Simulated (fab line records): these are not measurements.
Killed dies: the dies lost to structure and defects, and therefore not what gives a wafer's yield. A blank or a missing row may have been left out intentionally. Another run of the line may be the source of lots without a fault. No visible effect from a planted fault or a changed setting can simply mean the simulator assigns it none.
8D (eight disciplines) problem report, filled in by code | flow nand-harc | the parts of the form that need people (team, actions taken, sign-off) are left out

== 1. THE PROBLEM ==
NHARC_END_SORT_01, killed-at-array: mean 672 over 1 wafer from 1 lot; wafers with no fault: 24, standard deviation 8.7. That puts it +74 standard deviations away from the usual mean.
Earliest sighting: wafer L498.4 on prober-02 at day 21 02:43. The record has a number at this step for 36 wafers belonging to 12 lots. Rule for "out", or "out of limits": more than 4 standard deviations from the usual mean. Any other wafer with a number is counted as sound.

== 2. WHAT IT IS, WHAT IT ISN'T ==
question                    | is                           | is not
which readings at this step | killed-at-array, killed-dies | killed-at-other, killed-at-periphery, killed-open, killed-short
which lots                  | L498                         | L491, L492, L494, L506, L507, L508, L509, L510, L511, L512, L513
which wafers of those lots  | L498.4                       | L498.2, L498.5
read on which gauges        | prober-02                    | prober-01
when                        | from day 21 02:43            | up to then (10 sound wafers); but 25 sound wafers of L498, L506, L507, L508, L509, L510, L511, L512, L513 came after

== 3. SUSPECTS, AND WHAT RULES EACH OUT ==
Counting: if a tool at a process step up to the reading ran every lot that is out, it stays a suspect. Sound lots after the first of them don't rule it out here, since some wafers of a struck lot are sound.
- the gauge at NHARC_END_SORT_01 is ruled out. All the wafers that are out were read on prober-02, but those of them that NHARC_A_SGD_CUT_ETCH_58 has rows for are out there too, on other tools.
- rie-diel-04 at NHARC_A_STAIRCASE_DESCUM_443 (chemistry O2, time 3 s): kept. It processed L498, the lot that is out, at day 15 01:46, and its most recent sound lot before then was L494 at day 14 14:29.
- cmp-03 at NHARC_A_STAIRCASE_CMP_152 (polishes): kept. It processed L498, the lot that is out, at day 15 05:01, and its most recent sound lot before then was L494 at day 14 17:46.
- rie-diel-12 at NHARC_A_SGD_CUT_ETCH_58 (etches the open film in CF4, target depth 39 nm, time 65 s): kept. It processed L498, the lot that is out, at day 15 07:53, and its most recent sound lot before then was L494 at day 14 20:25. On those wafers its own readings are out: oes-product-au, rf-fwd-power-W.
- pecvd-02 at NHARC_A_SLIT_DEP_23 (deposits SiON, target thk 100 nm): kept. It ran the lot that is out, L498 (day 15 20:25).
- In cmp-03 at NHARC_A_STAIRCASE_CMP_152, the wafers that are out were processed in chamber 3 and their sound lot-mates in chambers 1, 2.
- In rie-diel-12 at NHARC_A_SGD_CUT_ETCH_58, the wafers that are out were processed in chamber 0 and their sound lot-mates in chambers 1, 2.
Left after counting: rie-diel-04 at NHARC_A_STAIRCASE_DESCUM_443, cmp-03 at NHARC_A_STAIRCASE_CMP_152, rie-diel-12 at NHARC_A_SGD_CUT_ETCH_58, pecvd-02 at NHARC_A_SLIT_DEP_23.

== 4. THE CAUSE (what the simulator had put in) ==
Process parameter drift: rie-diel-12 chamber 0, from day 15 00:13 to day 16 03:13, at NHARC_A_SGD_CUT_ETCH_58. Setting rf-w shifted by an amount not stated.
Counting left 4 suspects, and this tool is among them.

== 5. SEQUENCE OF EFFECTS, ordered by route ==
One row per reading whose mean, taken over the struck wafers that have a number, lies over 3 standard deviations from the usual. Only readings whose record carries a usual standard deviation are examined. hours: median over the lots of the time between each lot's start at the first step of this table that gives one and its start at this step. sigmas: the change, counted in usual standard deviations.
hours | step                    | reading         | usual      | on struck wafers | change | sigmas
0     | NHARC_A_SGD_CUT_ETCH_58 | oes-product-au  | 0.997 a.u. | 0.751            | -0.246 | -19
0     | NHARC_A_SGD_CUT_ETCH_58 | rf-fwd-power-W  | 297.5 W    | 176.9            | -120.6 | -99 or more
139   | NHARC_END_SORT_01       | killed-at-array | 24         | 672              | +648   | +74
139   | NHARC_END_SORT_01       | killed-dies     | 28         | 677              | +649   | +73
Process steps it contains:
- NHARC_A_SGD_CUT_ETCH_58: etches the open film in CF4, target depth 39 nm, time 65 s.

== 6. WHAT WOULD HAVE CAUGHT IT SOONER ==
147 hours passed between the start of the fault at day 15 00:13 and the first reading out of limits at a measuring or inspecting step in this record, taken at day 21 02:43.
Tool's own readings at NHARC_A_SGD_CUT_ETCH_58, oes-product-au, rf-fwd-power-W: out on all struck wafers the step has rows for; an alarm limit on them would have tripped on the first.
Lots out: 1; all had begun NHARC_A_SGD_CUT_ETCH_58 on rie-diel-12 by day 21 02:43. Holding the tool at that point would not have protected any of them.
